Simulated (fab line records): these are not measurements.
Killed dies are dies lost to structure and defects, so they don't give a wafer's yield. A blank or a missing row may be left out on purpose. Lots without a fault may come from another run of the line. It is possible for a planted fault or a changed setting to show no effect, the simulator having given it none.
Chamber matching :: flow n5Finfet :: N5_MOL_CONTACT_COAG_ETCH_105 on rieDiel-05: 4 sister chambers
The step etches SiARC in CF4, target depth 15.6 nm, time 26 s. 16 wafers are shown with their chamber, then 7 later ones without.

== WAFERS PAIRED WITH THEIR CHAMBERS ==
wafer: L074.1
chamber: 1
drypumpMotorCurrentA (A): 6.6
showerheadPlenumPTorr (Torr): 2.04
throttleValvePct (%): 16.06

wafer: L074.3
chamber: 2
drypumpMotorCurrentA (A): 5.5
showerheadPlenumPTorr (Torr): 2.04
throttleValvePct (%): 15.65

wafer: L074.6
chamber: 2
drypumpMotorCurrentA (A): 5.5
showerheadPlenumPTorr (Torr): 2.04
throttleValvePct (%): 15.65

wafer: L078.1
chamber: 0
drypumpMotorCurrentA (A): 5.3
showerheadPlenumPTorr (Torr): 1.98
throttleValvePct (%): 15.77

wafer: L078.2
chamber: 3
drypumpMotorCurrentA (A): 5.1
showerheadPlenumPTorr (Torr): 2.14
throttleValvePct (%): 15.66

wafer: L078.6
chamber: 3
drypumpMotorCurrentA (A): 5.1
showerheadPlenumPTorr (Torr): 2.14
throttleValvePct (%): 15.66

wafer: L079.1
chamber: 2
drypumpMotorCurrentA (A): 5.5
showerheadPlenumPTorr (Torr): 2.04
throttleValvePct (%): 15.69

wafer: L079.3
chamber: 1
drypumpMotorCurrentA (A): 6.6
showerheadPlenumPTorr (Torr): 2.04
throttleValvePct (%): 16.09

wafer: L079.5
chamber: 1
drypumpMotorCurrentA (A): 6.6
showerheadPlenumPTorr (Torr): 2.04
throttleValvePct (%): 16.10

wafer: L081.1
chamber: 2
drypumpMotorCurrentA (A): 5.4
showerheadPlenumPTorr (Torr): 2.04
throttleValvePct (%): 15.68

wafer: L081.3
chamber: 1
drypumpMotorCurrentA (A): 6.6
showerheadPlenumPTorr (Torr): 2.04
throttleValvePct (%): 16.09

wafer: L081.6
chamber: 0
drypumpMotorCurrentA (A): 5.3
showerheadPlenumPTorr (Torr): 1.98
throttleValvePct (%): 15.80

wafer: L085.2
chamber: 3
drypumpMotorCurrentA (A): 5.1
showerheadPlenumPTorr (Torr): 2.13
throttleValvePct (%): 15.69

wafer: L085.5
chamber: 0
drypumpMotorCurrentA (A): 5.3
showerheadPlenumPTorr (Torr): 1.98
throttleValvePct (%): 15.82

wafer: L085.6
chamber: 3
drypumpMotorCurrentA (A): 5.1
showerheadPlenumPTorr (Torr): 2.13
throttleValvePct (%): 15.68

wafer: L087.2
chamber: 2
drypumpMotorCurrentA (A): 5.4
showerheadPlenumPTorr (Torr): 2.03
throttleValvePct (%): 15.69

SIGNATURES (averages over the wafers above)
reading: drypumpMotorCurrentA
chamber 0: 5.300
chamber 1: 6.600
chamber 2: 5.460
chamber 3: 5.100
scatter within a chamber: 0.0316

reading: showerheadPlenumPTorr
chamber 0: 1.9800
chamber 1: 2.0400
chamber 2: 2.0380
chamber 3: 2.1350
scatter within a chamber: 0.00387

reading: throttleValvePct
chamber 0: 15.7967
chamber 1: 16.0850
chamber 2: 15.6720
chamber 3: 15.6725
scatter within a chamber: 0.0194
Rule: for each reading, subtract the chamber's mean from the wafer's reading, divide by that reading's scatter and square the result; add these up over the readings and take the root, which gives the wafer's distance from the chamber. The wafer belongs to the nearest chamber; if the next one is less than 2 further off, it can't be placed. The scatter: take each reading less its chamber's mean, square it, sum over the shown wafers, divide by the number of wafers less the number of chambers, and take the root.

== WAFERS WHOSE CHAMBER IS MISSING ==
wafer: L087.6
drypumpMotorCurrentA (A): 5.3
showerheadPlenumPTorr (Torr): 1.98
throttleValvePct (%): 15.82

wafer: L092.1
drypumpMotorCurrentA (A): 6.6
showerheadPlenumPTorr (Torr): 2.29
throttleValvePct (%): 15.65

wafer: L092.2
drypumpMotorCurrentA (A): 5.4
showerheadPlenumPTorr (Torr): 2.03
throttleValvePct (%): 15.73

wafer: L092.4
drypumpMotorCurrentA (A): 5.3
showerheadPlenumPTorr (Torr): 1.97
throttleValvePct (%): 15.84

wafer: L094.1
drypumpMotorCurrentA (A): 6.6
showerheadPlenumPTorr (Torr): 2.28
throttleValvePct (%): 15.65

wafer: L094.3
drypumpMotorCurrentA (A): 5.3
showerheadPlenumPTorr (Torr): 1.97
throttleValvePct (%): 15.88

wafer: L094.6
drypumpMotorCurrentA (A): 6.6
showerheadPlenumPTorr (Torr): 2.29
throttleValvePct (%): 15.67

== WHICH CHAMBER EACH WENT THROUGH ==
wafer: L087.6
from the rows above: 0
in truth: 0

wafer: L092.1
from the rows above: 3
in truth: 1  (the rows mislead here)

wafer: L092.2
from the rows above: 2
in truth: 2

wafer: L092.4
from the rows above: 0
in truth: 0

wafer: L094.1
from the rows above: 3
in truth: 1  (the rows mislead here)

wafer: L094.3
from the rows above: 0
in truth: 0

wafer: L094.6
from the rows above: 3
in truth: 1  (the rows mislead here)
Correct placement for 4 of the 7. From these rows, 0 cannot be placed. Placed wrongly: 3.
